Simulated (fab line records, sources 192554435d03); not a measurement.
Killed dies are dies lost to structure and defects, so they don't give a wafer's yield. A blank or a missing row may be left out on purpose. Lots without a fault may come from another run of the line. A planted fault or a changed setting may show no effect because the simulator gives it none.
fab line records | flow n5_finfet | part 2 of 2: steps 22 to 30 of 30
record lots=5 wafers=15 last_day=18
route steps=1938 shown BEOL_M7@1304 BEOL_M8@1332
lots that met no fault: from a run of the same line without faults
start_h: hours from the record's first day to the start of the lot's first wafer shown | wait_h: hours since the lot's step before | " the same as in the row above | L1.1+2: a row that stands for several wafers | - no value, or no start given | * or withheld: withheld | < > ~ a bound
route shown NAME@n: a module of which the file shows steps, and the number in the route of the first | usual: mean/standard deviation of fault-free wafers | same: alike in all rows | chamber/n: place in a boat | sites: the reading at each site | _std_site: their standard deviation | _edge_site: outer sites' mean less inner sites' | radius_mm: how far each site lies from the wafer's centre | mask NAME#n: copy n | behind: the tool/chamber that last shaped the wafer | hold: why the lot was held/for how many hours/how that ended | device: the transistor (n, p or np) that didn't switch | end of line: the same wafers' tests at the end of the route | a step without rows: its recipe alone | killed: dies lost to structure and defects at the first sort, not the wafer's yield | map: a wafer's dies, x killed, . not, _ none there
set.NAME: the setting as run; set.NAME@STEP: as run at that earlier step | model.NAME: the simulator's own value behind a step, which no gauge read
lots at some steps of the route; a table a step, a row a wafer
services: from which hour (start_h, from the record's first day; less than 0 if before it) a tool's chamber was out of use, for how many hours, and why
## steps
# step N5_BEOL_M7_ANNEAL_51
# recipe temp_c=225 time_s=90 ambient=N2
# usual wafer_temp_C_max=226.2/0.44
# columns lot.wafer tool chamber start_h wait_h wafer_temp_C_max
L078.3 rtp_anneal-02 0 237.15 0.3 225.6
L078.4 " 0 " " 226.0
L078.6 " 0 " " 226.0
L083.2 rtp_anneal-01 0 258.44 0.1 227.2
L083.5 " 0 " " 226.7
L083.6 " 0 " " 226.9
L084.2 rtp_anneal-01 0 264.91 0.2 227.0
L084.4 " 0 " " 226.6
L084.5 " 0 " " 227.0
L093.1 rtp_anneal-02 0 340.23 0.1 225.8
L093.2 " 0 " " 226.0
L093.4 " 0 " " 226.1
L096.3 rtp_anneal-01 0 342.73 0.1 226.9
L096.5 " 0 " " 226.7
L096.6 " 0 " " 227.0
# step N5_BEOL_M7_CMP_52
# recipe stop_on=SiCOH_lowk t_overpolish_s=6.9 down_force_psi=1 platen_rpm=50 clearing_platen_down_force_psi=1.5 clearing_platen_rpm=50 post_cmp_clean=cu_alkaline target_thk_nm=80 clearing_platen_pad_velocity_m_s=0.99484 pad_velocity_m_s=0.99484
# usual barrier_field_endpoint_s=28.4/0.64 clearing_platen_down_force_psi=1.4997/0.0027 motor_current_A=6.2/0.47 overpolish_run_s=6.899/0.0092 time_to_endpoint_s=61.1/2.7
# columns lot.wafer tool chamber start_h wait_h barrier_field_endpoint_s clearing_platen_down_force_psi motor_current_A overpolish_run_s time_to_endpoint_s
L078.3 cmp-02 3 237.40 0.2 28.7 1.5042 5.2 6.882 62.7
L078.4 " 1 " " 28.6 1.5023 6.1 6.907 60.3
L078.6 " 2 " " 29.3 1.4971 6.2 6.899 60.1
L083.2 cmp-02 2 258.69 0.2 28.8 1.5034 6.1 6.899 61.5
L083.6 " 2 " " 29.3 1.4973 6.4 6.894 61.2
L083.5 " 3 " " 29.2 1.4991 5.6 6.896 61.6
L084.4 cmp-01 1 265.16 0.1 28.9 1.5033 5.9 6.921 61.4
L084.2 " 0 " " 27.7 1.4986 6.4 6.890 58.2
L084.5 " 2 " " 28.4 1.5038 6.6 6.901 57.4
L093.2 cmp-01 1 340.54 0.2 29.2 1.5024 6.0 6.890 63.1
L093.4 " 2 " " 28.4 1.5029 6.5 6.900 58.9
L093.1 " 3 " " 29.1 1.5005 6.8 6.889 61.4
L096.3 cmp-02 0 342.97 0.2 28.5 1.4951 6.3 6.897 59.3
L096.6 " 3 " " 29.8 1.4982 5.3 6.886 63.2
L096.5 " 0 " " 28.6 1.4984 6.8 6.900 59.7
# step N5_BEOL_M7_THK_MEAS_53
# recipe thk_meas_gauge=xrf reads=Cu_of_BEOL_M7_ECD_50
# usual M7_THK=79.5/2.2
# columns lot.wafer tool chamber start_h wait_h M7_THK[nm]
L078.3 film_metro-01 - 237.66 - 78.2
L078.4 " - " " 79.8
L078.6 " - " " 81.1
L083.2 film_metro-02 - 258.99 - 79.4
L083.5 " - " " 78.8
L083.6 " - " " 82.5
L084.2 film_metro-02 - 265.45 - 79.2
L084.4 " - " " 75.9
L084.5 " - " " 77.7
L093.1 film_metro-02 - 340.84 - 82.0
L093.2 " - " " 82.1
L093.4 " - " " 82.0
L096.3 film_metro-02 - 343.23 - 83.1
L096.5 " - " " 82.8
L096.6 " - " " 83.3
# step N5_BEOL_M7_PRE_CLEAN_55
# recipe gas=NH3 time_s=15 temp_c=withheld rf_power_w=300
# columns lot.wafer tool chamber start_h wait_h
L078.3+4+6 pecvd-04 2,2,0 237.69 0.0
L083.2+5+6 pecvd-03 0,0,2 259.03 0.0
L084.2+4+5 pecvd-03 1,2,0 265.49 0.0
L093.1+2+4 pecvd-03 2,0,2 340.87 0.0
L096.3+5+6 pecvd-04 1,1,0 343.27 0.0
# step N5_BEOL_M7_DEP_56
# recipe material=SiCN target_thk_a=100 temp_c=withheld precursor=3MS/NH3 pressure_torr=3 rf_w=202 time_s=17.5
# usual showerhead_plenum_p_Torr=3.660/0.018 throttle_valve_pct=8.8/0.34
# columns lot.wafer tool chamber start_h wait_h showerhead_plenum_p_Torr throttle_valve_pct
L078.3 pecvd-04 2 237.72 0.0 3.665 8.3
L078.4 " 2 " " 3.671 8.4
L078.6 " 0 " " 3.651 9.1
L083.2 pecvd-03 0 259.05 0.0 3.654 8.8
L083.5 " 0 " " 3.665 8.6
L083.6 " 2 " " 3.641 7.9
L084.2 pecvd-03 1 265.52 0.0 3.693 8.7
L084.4 " 2 " " 3.638 8.0
L084.5 " 0 " " 3.659 8.9
L093.1 pecvd-03 2 340.90 0.0 3.644 8.1
L093.2 " 0 " " 3.656 9.0
L093.4 " 2 " " 3.641 8.2
L096.3 pecvd-04 1 343.29 0.0 3.654 8.8
L096.5 " 1 " " 3.648 8.6
L096.6 " 0 " " 3.645 9.3
# step N5_BEOL_M7_RS_MEAS_57
# recipe thk_meas_gauge=four-point-probe reads=Cu_of_BEOL_M7_ECD_50+Co_of_BEOL_M7_CVD_78+TaN_of_BEOL_M7_ALD_77
# usual M7_RS=0.288/0.0089
# columns lot.wafer tool chamber start_h wait_h M7_RS[ohm/sq]
L078.3 film_metro-01 - 237.79 0.1 0.291
L078.4 " - " " 0.284
L078.6 " - " " 0.278
L083.2 film_metro-02 - 259.12 0.1 0.293
L083.5 " - " " 0.294
L083.6 " - " " 0.279
L084.2 film_metro-02 - 265.59 0.1 0.288
L084.4 " - " " 0.301
L084.5 " - " " 0.293
L093.1 film_metro-02 - 340.97 0.1 0.278
L093.2 " - " " 0.278
L093.4 " - " " 0.279
L096.3 film_metro-02 - 343.36 0.1 0.274
L096.5 " - " " 0.277
L096.6 " - " " 0.276
# step N5_BEOL_M7_INSPECT_58
# recipe inspect_instrument=darkfield mode=post_dep
# usual raw_defect_count=72/25
# columns lot.wafer tool chamber start_h wait_h raw_defect_count
L078.3 defect_inspect-01 - 237.81 0.0 48
L078.4 " - " " 54
L078.6 " - " " 72
L083.2 defect_inspect-02 - 259.15 0.0 70
L083.5 " - " " 53
L083.6 " - " " 75
L084.2 defect_inspect-01 - 265.61 0.0 70
L084.4 " - " " 91
L084.5 " - " " 103
L093.1 defect_inspect-01 - 340.99 0.0 91
L093.2 " - " " 84
L093.4 " - " " 91
L096.3 defect_inspect-02 - 343.39 0.0 77
L096.5 " - " " 61
L096.6 " - " " 52
# step N5_BEOL_M8_ILD_DEP_00
# recipe material=SiCOH_lowk target_thk_a=1797.5 temp_c=300 precursor=DEMS/porogen pressure_torr=5 rf_w=500 time_s=33.4
# usual heater_power_w=308/53 showerhead_plenum_p_Torr=5.735/0.018 throttle_valve_pct=13.7/0.43
# columns lot.wafer tool chamber start_h wait_h heater_power_w showerhead_plenum_p_Torr throttle_valve_pct
L078.3 pecvd-03 1 237.85 0.0 315 5.772 13.3
L078.4 " 0 " " 285 5.727 13.7
L078.6 " 1 " " 314 5.764 13.2
L083.2 pecvd-02 0 259.18 0.0 248 5.751 14.2
L083.5 " 2 " " 294 5.717 13.7
L083.6 " 1 " " 332 5.739 14.1
L084.2 pecvd-03 2 265.65 0.0 250 5.706 12.6
L084.4 " 2 " " 258 5.714 12.4
L084.5 " 0 " " 249 5.735 13.5
L093.1 pecvd-02 1 341.03 0.0 351 5.741 14.2
L093.2 " 2 " " 266 5.731 13.8
L093.4 " 1 " " 355 5.760 14.3
L096.3 pecvd-02 0 343.43 0.0 254 5.731 13.9
L096.5 " 1 " " 384 5.756 14.3
L096.6 " 0 " " 256 5.729 13.9
# step N5_BEOL_M8_CURE_74
# recipe temp_c=385 time_s=240 ambient=He/Ar material=SiCOH_lowk
# usual lamp_power_pct=52.31/0.05 wafer_temp_C_max=386.9/0.83
# columns lot.wafer tool chamber start_h wait_h lamp_power_pct wafer_temp_C_max
L078.3 uv_cure-01 0 238.07 0.2 52.36 386.8
L078.4 " 0 " " 52.40 387.1
L078.6 " 0 " " 52.32 387.4
L083.2 uv_cure-01 2 259.33 0.1 52.33 386.8
L083.5 " 2 " " 52.17 386.4
L083.6 " 2 " " 52.29 386.6
L084.2 uv_cure-03 1 265.79 0.1 52.28 388.2
L084.4 " 1 " " 52.36 387.9
L084.5 " 1 " " 52.42 388.1
L093.1 uv_cure-01 2 341.13 0.1 52.32 386.9
L093.2 " 2 " " 52.37 386.5
L093.4 " 2 " " 52.28 387.0
L096.3 uv_cure-01 2 343.65 0.2 52.27 386.9
L096.5 " 2 " " 52.30 386.8
L096.6 " 2 " " 52.34 386.4
## services
# columns tool chamber start_h hours kind
ald_metal-04 - 211.64 0.9 repair
pecvd-03 1 212.15 14.9 repair
cvd_co-01 - 219.86 6.0 pm
uv_cure-03 - 223.88 1.0 pm
pvd_sputter-03 - 229.48 0.6 repair
uv_cure-01 - 232.42 2.1 pm
ald_metal-04 3 242.19 5.7 repair
uv_cure-03 - 259.79 2.1 pm
ecd_cu-02 - 264.73 2.3 repair
ald_metal-01 0 288.52 4.5 repair
rtp_anneal-01 - 288.53 3.9 pm
rie_diel-02 0 296.99 - clean
rie_diel-02 0 296.99 - consumable_replace:focus_ring
rie_diel-02 0 296.99 19.5 scheduled_down
rie_diel-02 0 296.99 19.5 vent_cycle
cmp-01 - 301.95 1.2 repair
uv_cure-03 - 306.34 6.0 pm
rie_diel-02 3 316.53 - clean
rie_diel-02 3 316.53 - consumable_replace:focus_ring
cmp-01 - 320.30 0.4 repair
pecvd-04 0 327.13 2.1 repair
cmp-02 - 327.31 5.2 repair
ald_metal-04 - 337.25 14.0 pm
pvd_sputter-01 - 343.75 1.0 repair
